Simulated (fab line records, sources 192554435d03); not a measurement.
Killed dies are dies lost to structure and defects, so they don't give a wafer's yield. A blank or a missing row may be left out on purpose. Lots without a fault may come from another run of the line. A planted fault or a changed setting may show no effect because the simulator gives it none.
fab line records | flow n5_finfet
record lots=5 wafers=15 last_day=18
route steps=1938 shown BEOL_M3@988 BEOL_M4@1021
lots that met no fault: from a run of the same line without faults
start_h: hours from the record's first day to the start of the lot's first wafer shown | wait_h: hours since the lot's step before | " the same as in the row above | L1.1+2: a row that stands for several wafers | - no value, or no start given | * or withheld: withheld | < > ~ a bound
route shown NAME@n: a module of which the file shows steps, and the number in the route of the first | usual: mean/standard deviation of fault-free wafers | same: alike in all rows | chamber/n: place in a boat | sites: the reading at each site | _std_site: their standard deviation | _edge_site: outer sites' mean less inner sites' | radius_mm: how far each site lies from the wafer's centre | mask NAME#n: copy n | behind: the tool/chamber that last shaped the wafer | hold: why the lot was held/for how many hours/how that ended | device: the transistor (n, p or np) that didn't switch | end of line: the same wafers' tests at the end of the route | a step without rows: its recipe alone | killed: dies lost to structure and defects at the first sort, not the wafer's yield | map: a wafer's dies, x killed, . not, _ none there
set.NAME: the setting as run; set.NAME@STEP: as run at that earlier step | model.NAME: the simulator's own value behind a step, which no gauge read
lots at some steps of the route; a table a step, a row a wafer
services: from which hour (start_h, from the record's first day; less than 0 if before it) a tool's chamber was out of use, for how many hours, and why
## steps
# step N5_BEOL_M3_CD_MEAS_35
# recipe target_cd_nm=18 target_cd_y_nm=21 polarity=opening
# usual cd_nm=18.0/0.48
# columns lot.wafer tool chamber start_h wait_h cd_nm
L074.3 cd_sem-03 - 146.75 0.0 18.7
L074.4 " - " " 18.9
L074.6 " - " " 17.8
L079.1 cd_sem-01 - 171.40 0.0 18.2
L079.5 " - " " 17.5
L079.6 " - " " 17.7
L078.2 cd_sem-01 - 182.06 0.0 17.8
L078.5 " - " " 17.5
L078.6 " - " " 17.4
L092.3 cd_sem-02 - 263.49 0.0 17.2
L092.4 " - " " 17.8
L092.6 " - " " 17.1
L096.2 cd_sem-02 - 303.75 0.0 18.1
L096.4 " - " " 18.7
L096.6 " - " " 17.3
# step N5_BEOL_M3_DEGAS_44
# recipe ambient=vacuum temp_c=250 time_s=60
# usual heater_power_w=330/37
# columns lot.wafer tool chamber start_h wait_h heater_power_w
L074.3 pvd_sputter-03 - 146.93 0.2 412
L074.4 " - " " 346
L074.6 " - " " 252
L079.1 pvd_sputter-03 - 171.84 0.4 342
L079.5 " - " " 408
L079.6 " - " " 248
L078.2 pvd_sputter-03 - 182.35 0.3 331
L078.5 " - " " 330
L078.6 " - " " 244
L092.3 pvd_sputter-02 - 264.21 0.7 333
L092.4 " - " " 365
L092.6 " - " " 321
L096.2 pvd_sputter-02 - 303.81 0.1 356
L096.4 " - " " 349
L096.6 " - " " 363
# step N5_BEOL_M3_PRE_CLEAN_45
# recipe gas=H2/He time_s=30 temp_c=250
# usual heater_power_w=329/38
# columns lot.wafer tool chamber start_h wait_h heater_power_w
L074.3 pvd_sputter-03 - 146.97 0.0 418
L074.4 " - " " 336
L074.6 " - " " 248
L079.1 pvd_sputter-03 - 171.88 0.0 326
L079.5 " - " " 410
L079.6 " - " " 247
L078.2 pvd_sputter-03 - 182.39 0.0 332
L078.5 " - " " 336
L078.6 " - " " 249
L092.3 pvd_sputter-02 - 264.25 0.0 328
L092.4 " - " " 354
L092.6 " - " " 331
L096.2 pvd_sputter-02 - 303.85 0.0 343
L096.4 " - " " 345
L096.6 " - " " 356
# step N5_BEOL_M3_ALD_84
# recipe material=TaN target_thk_a=* temp_c=275 ald_precursor_family=PDMAT ald_co_reactant=NH3 pressure_torr=3 carrier_flow_sccm=1500 pulse_time_s=2 purge_time_s=3 co_reactant_purge_time_s=2 co_reactant_pulse_time_s=3 ald_cycles=30 precursor_vessel_temp_c=75 precursor_vessel_pressure_torr=26.25 precursor_vessel_carrier_sccm=1000
# usual heater_power_w=421/33
# columns lot.wafer tool chamber start_h wait_h heater_power_w
L074.3 ald_metal-04 1 147.03 0.0 422
L074.4 " 2 " " 414
L074.6 " 2 " " 402
L079.1 ald_metal-03 2 171.94 0.0 426
L079.5 " 3 " " 443
L079.6 " 0 " " 463
L078.2 ald_metal-02 0 182.45 0.0 361
L078.5 " 1 " " 447
L078.6 " 0 " " 359
L092.3 ald_metal-02 3 264.33 0.1 401
L092.4 " 0 " " 348
L092.6 " 2 " " 476
L096.2 ald_metal-04 0 303.95 0.1 385
L096.4 " 1 " " 408
L096.6 " 2 " " 386
# step N5_BEOL_M3_SURFACE_TREAT_85
# recipe gas=Ar time_s=* ion_energy_ev=* ion_current_ma_cm2=0.5 pressure_mtorr=* ar_flow_sccm=30
# usual pressure_mtorr=* throttle_valve_pct=*
# columns lot.wafer tool chamber start_h wait_h pressure_mtorr throttle_valve_pct
L074.3 pvd_sputter-01 - 148.40 1.3 * *
L074.4 " - " " * *
L074.6 " - " " * *
L079.1 pvd_sputter-03 - 172.24 0.2 * *
L079.5 " - " " * *
L079.6 " - " " * *
L078.2 pvd_sputter-01 - 182.71 0.2 * *
L078.5 " - " " * *
L078.6 " - " " * *
L092.3 pvd_sputter-02 - 264.59 0.2 * *
L092.4 " - " " * *
L092.6 " - " " * *
L096.2 pvd_sputter-02 - 304.19 0.1 * *
L096.4 " - " " * *
L096.6 " - " " * *
# step N5_BEOL_M3_CVD_47
# recipe material=Co target_thk_a=30 temp_c=withheld precursor=CCTBA/H2 pressure_torr=30 time_s=223.8
# columns lot.wafer tool chamber start_h wait_h
L074.3+4+6 cvd_co-02 1,0,1 148.69 0.3
L079.1+5+6 cvd_co-02 1,1,2 172.30 0.0
L078.2+5+6 cvd_co-02 2,1,0 182.82 0.1
L092.3+4+6 cvd_co-02 1,0,1 264.67 0.1
L096.2+4+6 cvd_co-01 2,1,2 304.39 0.2
# step N5_BEOL_M3_SPUTTER_48
# recipe material=Cu target_thk_a=45 temp_c=-20 chamber_pressure_pa=0.07 power_w=withheld time_s=8.29
# usual throttle_valve_pct=29.7/1
# columns lot.wafer tool chamber start_h wait_h throttle_valve_pct
L074.3 pvd_sputter-01 - 148.94 0.2 28.9
L074.4 " - " " 28.9
L074.6 " - " " 28.9
L079.1 pvd_sputter-03 - 172.52 0.2 29.1
L079.5 " - " " 29.0
L079.6 " - " " 29.3
L078.2 pvd_sputter-02 - 182.98 0.1 29.8
L078.5 " - " " 30.1
L078.6 " - " " 28.8
L092.3 pvd_sputter-02 - 264.99 0.3 32.0
L092.4 " - " " 29.8
L092.6 " - " " 30.0
L096.2 pvd_sputter-02 - 304.57 0.1 32.0
L096.4 " - " " 28.7
L096.6 " - " " 31.8
# step N5_BEOL_M3_ANNEAL_49
# recipe temp_c=400 time_s=240 ambient=vacuum
# usual heater_power_w=830/86
# columns lot.wafer tool chamber start_h wait_h heater_power_w
L074.3 pvd_sputter-01 - 149.02 0.0 952
L074.4 " - " " 740
L074.6 " - " " 739
L079.1 pvd_sputter-03 - 172.60 0.0 828
L079.5 " - " " 1000
L079.6 " - " " 817
L078.2 pvd_sputter-02 - 183.06 0.0 869
L078.5 " - " " 843
L078.6 " - " " 877
L092.3 pvd_sputter-02 - 265.07 0.0 801
L092.4 " - " " 868
L092.6 " - " " 786
L096.2 pvd_sputter-02 - 304.65 0.0 827
L096.4 " - " " 905
L096.6 " - " " 826
# step N5_BEOL_M3_SPUTTER_79
# recipe material=Cu target_thk_a=45 temp_c=-20 chamber_pressure_pa=0.07 power_w=withheld time_s=8.29
# usual throttle_valve_pct=29.7/1
# columns lot.wafer tool chamber start_h wait_h throttle_valve_pct
L074.3 pvd_sputter-01 - 149.16 0.1 28.9
L074.4 " - " " 29.2
L074.6 " - " " 29.0
L079.1 pvd_sputter-03 - 172.74 0.1 29.4
L079.5 " - " " 28.4
L079.6 " - " " 29.3
L078.2 pvd_sputter-02 - 183.20 0.1 30.0
L078.5 " - " " 29.9
L078.6 " - " " 29.0
L092.3 pvd_sputter-02 - 265.21 0.1 31.8
L092.4 " - " " 29.9
L092.6 " - " " 30.1
L096.2 pvd_sputter-02 - 304.79 0.1 31.9
L096.4 " - " " 28.9
L096.6 " - " " 31.9
# step N5_BEOL_M3_ANNEAL_80
# recipe temp_c=400 time_s=240 ambient=vacuum
# usual heater_power_w=833/90
# columns lot.wafer tool chamber start_h wait_h heater_power_w
L074.3 pvd_sputter-01 - 149.24 0.0 956
L074.4 " - " " 736
L074.6 " - " " 738
L079.1 pvd_sputter-03 - 172.82 0.0 821
L079.5 " - " " 1034
L079.6 " - " " 848
L078.2 pvd_sputter-02 - 183.28 0.0 846
L078.5 " - " " 843
L078.6 " - " " 884
L092.3 pvd_sputter-02 - 265.29 0.0 805
L092.4 " - " " 846
L092.6 " - " " 792
L096.2 pvd_sputter-02 - 304.87 0.0 824
L096.4 " - " " 894
L096.6 " - " " 851
# step N5_BEOL_M3_SPUTTER_81
# recipe material=Cu target_thk_a=45 temp_c=-20 chamber_pressure_pa=0.07 power_w=withheld time_s=8.29
# usual throttle_valve_pct=29.7/1
# columns lot.wafer tool chamber start_h wait_h throttle_valve_pct
L074.3 pvd_sputter-01 - 149.38 0.1 28.9
L074.4 " - " " 29.0
L074.6 " - " " 28.9
L079.1 pvd_sputter-03 - 172.96 0.1 29.1
L079.5 " - " " 28.6
L079.6 " - " " 29.3
L078.2 pvd_sputter-02 - 183.42 0.1 30.2
L078.5 " - " " 30.2
L078.6 " - " " 29.2
L092.3 pvd_sputter-02 - 265.43 0.1 31.8
L092.4 " - " " 30.0
L092.6 " - " " 30.1
L096.2 pvd_sputter-02 - 305.01 0.1 31.8
L096.4 " - " " 29.0
L096.6 " - " " 31.7
# step N5_BEOL_M3_ANNEAL_82
# recipe temp_c=400 time_s=240 ambient=vacuum
# usual heater_power_w=831/88
# columns lot.wafer tool chamber start_h wait_h heater_power_w
L074.3 pvd_sputter-01 - 149.46 0.0 941
L074.4 " - " " 737
L074.6 " - " " 724
L079.1 pvd_sputter-03 - 173.04 0.0 815
L079.5 " - " " 1033
L079.6 " - " " 825
L078.2 pvd_sputter-02 - 183.50 0.0 856
L078.5 " - " " 885
L078.6 " - " " 877
L092.3 pvd_sputter-02 - 265.51 0.0 813
L092.4 " - " " 867
L092.6 " - " " 835
L096.2 pvd_sputter-02 - 305.09 0.0 823
L096.4 " - " " 866
L096.6 " - " " 810
# step N5_BEOL_M3_SPUTTER_86
# recipe material=Cu target_thk_a=45 temp_c=-20 chamber_pressure_pa=0.07 power_w=withheld time_s=8.29
# usual throttle_valve_pct=29.7/1
# columns lot.wafer tool chamber start_h wait_h throttle_valve_pct
L074.3 pvd_sputter-01 - 149.60 0.1 28.9
L074.4 " - " " 28.7
L074.6 " - " " 28.9
L079.1 pvd_sputter-03 - 173.18 0.1 29.1
L079.5 " - " " 28.5
L079.6 " - " " 29.4
L078.2 pvd_sputter-02 - 183.64 0.1 29.8
L078.5 " - " " 29.9
L078.6 " - " " 29.0
L092.3 pvd_sputter-02 - 265.65 0.1 32.0
L092.4 " - " " 30.2
L092.6 " - " " 30.2
L096.2 pvd_sputter-02 - 305.23 0.1 31.8
L096.4 " - " " 28.8
L096.6 " - " " 32.1
# step N5_BEOL_M3_ANNEAL_87
# recipe temp_c=400 time_s=240 ambient=vacuum
# usual heater_power_w=832/88
# columns lot.wafer tool chamber start_h wait_h heater_power_w
L074.3 pvd_sputter-01 - 149.68 0.0 950
L074.4 " - " " 730
L074.6 " - " " 731
L079.1 pvd_sputter-03 - 173.26 0.0 817
L079.5 " - " " 1009
L079.6 " - " " 814
L078.2 pvd_sputter-02 - 183.72 0.0 883
L078.5 " - " " 861
L078.6 " - " " 883
L092.3 pvd_sputter-02 - 265.73 0.0 824
L092.4 " - " " 869
L092.6 " - " " 789
L096.2 pvd_sputter-02 - 305.31 0.0 804
L096.4 " - " " 891
L096.6 " - " " 817
# step N5_BEOL_M3_SPUTTER_88
# recipe material=Cu target_thk_a=45 temp_c=-20 chamber_pressure_pa=0.07 power_w=withheld time_s=8.29
# usual throttle_valve_pct=29.7/1
# columns lot.wafer tool chamber start_h wait_h throttle_valve_pct
L074.3 pvd_sputter-01 - 149.82 0.1 29.0
L074.4 " - " " 28.9
L074.6 " - " " 28.8
L079.1 pvd_sputter-03 - 173.40 0.1 29.2
L079.5 " - " " 28.7
L079.6 " - " " 29.0
L078.2 pvd_sputter-02 - 183.86 0.1 29.9
L078.5 " - " " 30.0
L078.6 " - " " 29.2
L092.3 pvd_sputter-02 - 265.87 0.1 32.1
L092.4 " - " " 30.0
L092.6 " - " " 30.1
L096.2 pvd_sputter-02 - 305.45 0.1 31.9
L096.4 " - " " 28.6
L096.6 " - " " 31.7
# step N5_BEOL_M3_ANNEAL_89
# recipe temp_c=400 time_s=240 ambient=vacuum
# usual heater_power_w=831/87
# columns lot.wafer tool chamber start_h wait_h heater_power_w
L074.3 pvd_sputter-01 - 149.90 0.0 954
L074.4 " - " " 741
L074.6 " - " " 738
L079.1 pvd_sputter-03 - 173.48 0.0 800
L079.5 " - " " 1037
L079.6 " - " " 828
L078.2 pvd_sputter-02 - 183.94 0.0 850
L078.5 " - " " 858
L078.6 " - " " 891
L092.3 pvd_sputter-02 - 265.95 0.0 823
L092.4 " - " " 867
L092.6 " - " " 822
L096.2 pvd_sputter-02 - 305.53 0.0 822
L096.4 " - " " 896
L096.6 " - " " 804
# step N5_BEOL_M3_SPUTTER_90
# recipe material=Cu target_thk_a=45 temp_c=-20 chamber_pressure_pa=0.07 power_w=withheld time_s=8.29
# usual throttle_valve_pct=29.7/1
# columns lot.wafer tool chamber start_h wait_h throttle_valve_pct
L074.3 pvd_sputter-01 - 150.04 0.1 28.7
L074.4 " - " " 28.6
L074.6 " - " " 29.2
L079.1 pvd_sputter-03 - 173.62 0.1 29.1
L079.5 " - " " 28.6
L079.6 " - " " 29.3
L078.2 pvd_sputter-02 - 184.08 0.1 30.1
L078.5 " - " " 29.8
L078.6 " - " " 29.0
L092.3 pvd_sputter-02 - 266.09 0.1 31.8
L092.4 " - " " 30.3
L092.6 " - " " 30.2
L096.2 pvd_sputter-02 - 305.67 0.1 32.0
L096.4 " - " " 29.0
L096.6 " - " " 31.9
# step N5_BEOL_M3_ANNEAL_91
# recipe temp_c=400 time_s=240 ambient=vacuum
# usual heater_power_w=830/86
# columns lot.wafer tool chamber start_h wait_h heater_power_w
L074.3 pvd_sputter-01 - 150.12 0.0 953
L074.4 " - " " 755
L074.6 " - " " 734
L079.1 pvd_sputter-03 - 173.70 0.0 812
L079.5 " - " " 1005
L079.6 " - " " 816
L078.2 pvd_sputter-02 - 184.16 0.0 853
L078.5 " - " " 865
L078.6 " - " " 889
L092.3 pvd_sputter-02 - 266.17 0.0 806
L092.4 " - " " 862
L092.6 " - " " 798
L096.2 pvd_sputter-02 - 305.75 0.0 815
L096.4 " - " " 893
L096.6 " - " " 807
# step N5_BEOL_M3_SPUTTER_92
# recipe material=Cu target_thk_a=45 temp_c=-20 chamber_pressure_pa=0.07 power_w=withheld time_s=8.29
# usual throttle_valve_pct=29.7/1
# columns lot.wafer tool chamber start_h wait_h throttle_valve_pct
L074.3 pvd_sputter-01 - 150.26 0.1 28.8
L074.4 " - " " 28.9
L074.6 " - " " 29.0
L079.1 pvd_sputter-03 - 173.84 0.1 29.3
L079.5 " - " " 28.7
L079.6 " - " " 29.2
L078.2 pvd_sputter-02 - 184.30 0.1 29.9
L078.5 " - " " 30.0
L078.6 " - " " 29.2
L092.3 pvd_sputter-02 - 266.31 0.1 32.1
L092.4 " - " " 29.9
L092.6 " - " " 30.2
L096.2 pvd_sputter-02 - 305.89 0.1 31.9
L096.4 " - " " 28.8
L096.6 " - " " 31.6
# step N5_BEOL_M3_ANNEAL_93
# recipe temp_c=400 time_s=240 ambient=vacuum
# usual heater_power_w=830/87
# columns lot.wafer tool chamber start_h wait_h heater_power_w
L074.3 pvd_sputter-01 - 150.34 0.0 969
L074.4 " - " " 763
L074.6 " - " " 729
L079.1 pvd_sputter-03 - 173.92 0.0 816
L079.5 " - " " 1012
L079.6 " - " " 821
L078.2 pvd_sputter-02 - 184.38 0.0 862
L078.5 " - " " 864
L078.6 " - " " 914
L092.3 pvd_sputter-02 - 266.39 0.0 817
L092.4 " - " " 876
L092.6 " - " " 775
L096.2 pvd_sputter-02 - 305.97 0.0 801
L096.4 " - " " 892
L096.6 " - " " 804
# step N5_BEOL_M3_SPUTTER_94
# recipe material=Cu target_thk_a=45 temp_c=-20 chamber_pressure_pa=0.07 power_w=withheld time_s=8.29
# usual throttle_valve_pct=29.7/1
# columns lot.wafer tool chamber start_h wait_h throttle_valve_pct
L074.3 pvd_sputter-01 - 150.48 0.1 29.2
L074.4 " - " " 28.9
L074.6 " - " " 28.8
L079.1 pvd_sputter-03 - 174.06 0.1 29.2
L079.5 " - " " 28.7
L079.6 " - " " 29.3
L078.2 pvd_sputter-02 - 184.52 0.1 30.1
L078.5 " - " " 29.9
L078.6 " - " " 28.9
L092.3 pvd_sputter-02 - 266.53 0.1 32.4
L092.4 " - " " 30.1
L092.6 " - " " 30.4
L096.2 pvd_sputter-02 - 306.11 0.1 31.9
L096.4 " - " " 28.8
L096.6 " - " " 32.0
# step N5_BEOL_M3_ANNEAL_95
# recipe temp_c=400 time_s=240 ambient=vacuum
# usual heater_power_w=831/86
# columns lot.wafer tool chamber start_h wait_h heater_power_w
L074.3 pvd_sputter-01 - 150.56 0.0 931
L074.4 " - " " 742
L074.6 " - " " 738
L079.1 pvd_sputter-03 - 174.14 0.0 807
L079.5 " - " " 1005
L079.6 " - " " 809
L078.2 pvd_sputter-02 - 184.60 0.0 875
L078.5 " - " " 865
L078.6 " - " " 893
L092.3 pvd_sputter-02 - 266.61 0.0 827
L092.4 " - " " 864
L092.6 " - " " 794
L096.2 pvd_sputter-02 - 306.19 0.0 817
L096.4 " - " " 892
L096.6 " - " " 821
# step N5_BEOL_M3_SPUTTER_96
# recipe material=Cu target_thk_a=45 temp_c=-20 chamber_pressure_pa=0.07 power_w=withheld time_s=8.29
# usual throttle_valve_pct=29.7/1.1
# columns lot.wafer tool chamber start_h wait_h throttle_valve_pct
L074.3 pvd_sputter-01 - 150.70 0.1 29.0
L074.4 " - " " 28.9
L074.6 " - " " 28.9
L079.1 pvd_sputter-03 - 174.28 0.1 29.0
L079.5 " - " " 28.8
L079.6 " - " " 29.5
L078.2 pvd_sputter-02 - 184.74 0.1 30.0
L078.5 " - " " 29.8
L078.6 " - " " 28.9
L092.3 pvd_sputter-02 - 266.75 0.1 31.8
L092.4 " - " " 30.0
L092.6 " - " " 30.0
L096.2 pvd_sputter-02 - 306.33 0.1 31.9
L096.4 " - " " 29.2
L096.6 " - " " 32.1
# step N5_BEOL_M3_ECD_50
# recipe material=Cu target_thk_a=3000
# columns lot.wafer tool chamber start_h wait_h
L074.3+4+6 ecd_cu-02 1,0,1 150.85 0.1
L079.1+5+6 ecd_cu-02 1,0,1 174.40 0.1
L078.2+5+6 ecd_cu-01 0,0,1 184.85 0.1
L092.3+4+6 ecd_cu-02 0,1,1 266.89 0.1
L096.2+4+6 ecd_cu-01 0 306.45 0.1
# step N5_BEOL_M3_ANNEAL_51
# recipe temp_c=225 time_s=90 ambient=N2
# usual anneal_temp_c=225.00/0.17 wafer_temp_C_max=226.5/0.52
# columns lot.wafer tool chamber start_h wait_h anneal_temp_c wafer_temp_C_max
L074.3 rtp_anneal-02 0 151.00 0.1 225.25 227.0
L074.4 " 0 " " 224.98 226.8
L074.6 " 0 " " 224.79 226.9
L079.1 rtp_anneal-01 0 174.53 0.1 224.79 226.0
L079.5 " 0 " " 224.98 226.5
L079.6 " 0 " " 225.17 226.3
L078.2 rtp_anneal-01 0 184.98 0.1 225.17 226.1
L078.5 " 0 " " 225.45 226.3
L078.6 " 0 " " 225.45 226.4
L092.3 rtp_anneal-01 0 267.04 0.1 224.64 226.0
L092.4 " 0 " " 224.91 225.9
L092.6 " 0 " " 224.47 225.8
L096.2 rtp_anneal-02 0 308.95 2.5 225.01 227.1
L096.4 " 0 " " 225.04 226.8
L096.6 " 0 " " 225.27 226.9
# step N5_BEOL_M3_CMP_52
# recipe stop_on=SiOC t_overpolish_s=6.8 down_force_psi=1 platen_rpm=50 clearing_platen_down_force_psi=1.5 clearing_platen_rpm=50 post_cmp_clean=cu_alkaline target_thk_nm=40 clearing_platen_pad_velocity_m_s=0.99484 pad_velocity_m_s=0.99484
# usual barrier_field_endpoint_s=24.9/0.71 clearing_platen_down_force_psi=1.500/0.0031 motor_current_A=6.2/0.8 overpolish_run_s=6.799/0.0086 time_to_endpoint_s=63/4.1
# columns lot.wafer tool chamber start_h wait_h barrier_field_endpoint_s clearing_platen_down_force_psi motor_current_A overpolish_run_s time_to_endpoint_s
L074.3 cmp-02 0 151.22 0.2 25.7 1.503 6.1 6.810 62
L074.4 " 2 " " 25.4 1.496 5.0 6.811 63
L074.6 " 0 " " 25.8 1.500 6.3 6.806 61
L079.1 cmp-04 1 174.86 0.3 24.8 1.504 5.9 6.785 63
L079.5 " 0 " " 26.2 1.493 5.8 6.803 68
L079.6 " 1 " " 25.7 1.498 5.5 6.805 64
L078.2 cmp-02 0 185.34 0.3 24.9 1.504 6.5 6.809 68
L078.6 " 1 " " 25.9 1.503 6.5 6.801 72
L078.5 " 2 " " 24.6 1.500 5.3 6.792 67
L092.3 cmp-01 3 267.32 0.2 25.2 1.502 8.4 6.794 64
L092.4 " 0 " " 24.3 1.499 6.2 6.797 60
L092.6 " 1 " " 25.3 1.508 6.7 6.807 61
L096.4 cmp-04 3 309.20 0.1 23.7 1.500 5.5 6.794 51
L096.2 " 2 " " 23.9 1.500 5.4 6.781 58
L096.6 " 0 " " 25.0 1.496 5.6 6.796 63
# step N5_BEOL_M3_THK_MEAS_53
# recipe thk_meas_gauge=xrf reads=Cu_of_BEOL_M3_ECD_50
# usual M3_THK=40.7/1.9
# columns lot.wafer tool chamber start_h wait_h M3_THK[nm]
L074.3 film_metro-01 - 151.52 - 40.6
L074.4 " - " " 41.2
L074.6 " - " " 40.6
L079.1 film_metro-02 - 175.12 - 42.1
L079.5 " - " " 44.4
L079.6 " - " " 43.1
L078.2 film_metro-01 - 185.52 - 42.3
L078.5 " - " " 43.0
L078.6 " - " " 44.5
L092.3 film_metro-01 - 267.54 - 39.4
L092.4 " - " " 40.4
L092.6 " - " " 40.4
L096.2 film_metro-01 - 309.50 - 42.9
L096.4 " - " " 41.8
L096.6 " - " " 44.2
# step N5_BEOL_M3_PRE_CLEAN_60
# recipe gas=NH3/H2 time_s=15 temp_c=* rf_power_w=300
# usual heater_power_w=98/28
# columns lot.wafer tool chamber start_h wait_h heater_power_w
L074.3 cvd_co-01 1 151.55 0.0 62
L074.4 " 0 " " 92
L074.6 " 1 " " 60
L079.1 cvd_co-02 1 175.16 0.0 81
L079.5 " 1 " " 80
L079.6 " 0 " " 115
L078.2 cvd_co-02 1 185.56 0.0 81
L078.5 " 0 " " 109
L078.6 " 1 " " 80
L092.3 cvd_co-02 1 267.58 0.0 81
L092.4 " 1 " " 80
L092.6 " 2 " " 72
L096.2 cvd_co-02 2 309.53 0.0 73
L096.4 " 1 " " 83
L096.6 " 2 " " 72
# step N5_BEOL_M3_CO_CAP_55
# recipe material=Co target_thk_a=20 temp_c=200 precursor=CCTBA/H2 pressure_torr=30 time_s=102.1
# usual heater_power_w=252/34
# columns lot.wafer tool chamber start_h wait_h heater_power_w
L074.3 cvd_co-01 1 151.59 0.0 206
L074.4 " 0 " " 247
L074.6 " 1 " " 208
L079.1 cvd_co-02 1 175.20 0.0 237
L079.5 " 1 " " 234
L079.6 " 0 " " 263
L078.2 cvd_co-02 1 185.60 0.0 228
L078.5 " 0 " " 260
L078.6 " 1 " " 237
L092.3 cvd_co-02 1 267.62 0.0 233
L092.4 " 1 " " 230
L092.6 " 2 " " 213
L096.2 cvd_co-02 2 309.57 0.0 222
L096.4 " 1 " " 227
L096.6 " 2 " " 222
# step N5_BEOL_M3_PRE_CLEAN_56
# recipe gas=NH3 time_s=15 temp_c=withheld rf_power_w=300
# columns lot.wafer tool chamber start_h wait_h
L074.3+4+6 pecvd-01 0,2,0 151.68 0.1
L079.1+5+6 pecvd-02 2,1,0 175.29 0.1
L078.2+5+6 pecvd-02 1,0,2 185.69 0.1
L092.3+4+6 pecvd-02 0,1,2 267.71 0.1
L096.2+4+6 pecvd-01 1,2,1 309.66 0.1
# step N5_BEOL_M3_DEP_57
# recipe material=SiCN target_thk_a=80 temp_c=withheld precursor=3MS/NH3 pressure_torr=3 rf_w=202 time_s=14
# usual showerhead_plenum_p_Torr=3.663/0.011 throttle_valve_pct=9.0/0.35
# columns lot.wafer tool chamber start_h wait_h showerhead_plenum_p_Torr throttle_valve_pct
L074.3 pecvd-01 0 151.71 0.0 3.661 8.9
L074.4 " 2 " " 3.667 8.9
L074.6 " 0 " " 3.676 8.7
L079.1 pecvd-02 2 175.31 0.0 3.657 9.0
L079.5 " 1 " " 3.669 9.8
L079.6 " 0 " " 3.656 9.1
L078.2 pecvd-02 1 185.72 0.0 3.679 9.5
L078.5 " 0 " " 3.662 9.2
L078.6 " 2 " " 3.657 9.1
L092.3 pecvd-02 0 267.73 0.0 3.667 9.2
L092.4 " 1 " " 3.668 9.2
L092.6 " 2 " " 3.657 9.1
L096.2 pecvd-01 1 309.69 0.0 3.689 8.5
L096.4 " 2 " " 3.667 9.3
L096.6 " 1 " " 3.686 8.7
# step N5_BEOL_M3_RS_MEAS_58
# recipe thk_meas_gauge=four-point-probe reads=Co_of_BEOL_M3_CO_CAP_55+Cu_of_BEOL_M3_ECD_50+Co_of_BEOL_M3_CVD_47+TaN_of_BEOL_M3_ALD_84
# usual M3_RS=0.66/0.039
# columns lot.wafer tool chamber start_h wait_h M3_RS[ohm/sq]
L074.3 film_metro-02 - 151.78 0.1 0.66
L074.4 " - " " 0.65
L074.6 " - " " 0.66
L079.1 film_metro-02 - 175.38 0.0 0.63
L079.5 " - " " 0.60
L079.6 " - " " 0.61
L078.2 film_metro-01 - 185.78 0.1 0.62
L078.5 " - " " 0.61
L078.6 " - " " 0.59
L092.3 film_metro-01 - 267.80 0.1 0.69
L092.4 " - " " 0.67
L092.6 " - " " 0.67
L096.2 film_metro-02 - 309.76 0.1 0.62
L096.4 " - " " 0.64
L096.6 " - " " 0.59
# step N5_BEOL_M3_INSPECT_59
# recipe inspect_instrument=darkfield mode=post_dep
# usual raw_defect_count=72/25
# columns lot.wafer tool chamber start_h wait_h raw_defect_count
L074.3 defect_inspect-02 - 151.80 0.0 75
L074.4 " - " " 69
L074.6 " - " " 102
L079.1 defect_inspect-01 - 175.41 0.0 96
L079.5 " - " " 60
L079.6 " - " " 94
L078.2 defect_inspect-02 - 185.81 0.0 63
L078.5 " - " " 95
L078.6 " - " " 82
L092.3 defect_inspect-02 - 267.83 0.0 78
L092.4 " - " " 59
L092.6 " - " " 81
L096.2 defect_inspect-02 - 309.79 0.0 59
L096.4 " - " " 53
L096.6 " - " " 100
# step N5_BEOL_M4_ILD_DEP_00
# recipe material=SiOC target_thk_a=790 temp_c=350 precursor=DEMS/O2 pressure_torr=5 rf_w=500 time_s=15.3
# usual heater_power_w=477/42 showerhead_plenum_p_Torr=5.700/0.014 throttle_valve_pct=11.8/0.43
# columns lot.wafer tool chamber start_h wait_h heater_power_w showerhead_plenum_p_Torr throttle_valve_pct
L074.3 pecvd-02 1 151.84 0.0 470 5.707 12.6
L074.4 " 0 " " 429 5.689 12.1
L074.6 " 1 " " 467 5.707 12.4
L079.1 pecvd-03 0 175.44 0.0 540 5.728 11.6
L079.5 " 2 " " 485 5.711 12.4
L079.6 " 1 " " 453 5.704 11.2
L078.2 pecvd-03 2 185.85 0.0 408 5.704 12.5
L078.5 " 0 " " 478 5.721 11.6
L078.6 " 2 " " 406 5.697 12.1
L092.3 pecvd-03 1 267.87 0.0 508 5.697 11.1
L092.4 " 1 " " 501 5.696 11.4
L092.6 " 2 " " 504 5.701 11.0
L096.2 pecvd-02 1 309.82 0.0 524 5.695 12.6
L096.4 " 2 " " 450 5.682 11.9
L096.6 " 1 " " 537 5.700 12.7
# step N5_BEOL_M4_THK_MEAS_01
# recipe reads=SiOC_of_BEOL_M4_ILD_DEP_00
# usual M4_ILD_THK=78.6/1
# columns lot.wafer tool chamber start_h wait_h M4_ILD_THK[nm]
L074.3 film_metro-02 - 151.91 0.1 77.5
L074.4 " - " " 78.6
L074.6 " - " " 78.6
L079.1 film_metro-02 - 175.51 0.0 77.7
L079.5 " - " " 78.2
L079.6 " - " " 79.2
L078.2 film_metro-01 - 185.93 0.1 77.5
L078.5 " - " " 79.2
L078.6 " - " " 77.6
L092.3 film_metro-01 - 267.94 0.1 77.2
L092.4 " - " " 79.7
L092.6 " - " " 79.8
L096.2 film_metro-01 - 309.89 0.1 78.0
L096.4 " - " " 79.7
L096.6 " - " " 79.3
## services
# columns tool chamber start_h hours kind
cmp-02 - 125.63 1.4 repair
pecvd-01 - 126.90 0.9 repair
cmp-04 - 138.52 3.1 repair
ald_metal-02 - 148.91 8.7 pm
cmp-02 - 152.67 0.9 repair
cmp-04 - 163.46 1.9 repair
cvd_co-01 - 171.25 14.6 pm
pvd_sputter-02 - 174.82 1.6 repair
pecvd-03 1 184.02 19.0 repair
cvd_co-02 - 185.90 14.6 pm
cvd_co-01 1 194.93 65.5 repair
ecd_cu-01 - 200.97 0.3 repair
ecd_cu-02 - 205.39 2.7 repair
cvd_co-01 - 211.02 2.8 pm
pecvd-02 - 222.95 4.3 pm
ald_metal-02 2 227.19 6.8 repair
cmp-04 - 232.99 0.6 repair
cmp-02 - 239.18 8.5 repair
ecd_cu-01 - 258.71 5.4 pm
cmp-04 - 264.32 1.6 repair
pecvd-02 - 271.36 6.0 pm
cmp-04 - 273.48 12.2 repair
pecvd-03 2 293.08 6.2 repair
rtp_anneal-01 - 304.99 3.9 pm
## key
fault none
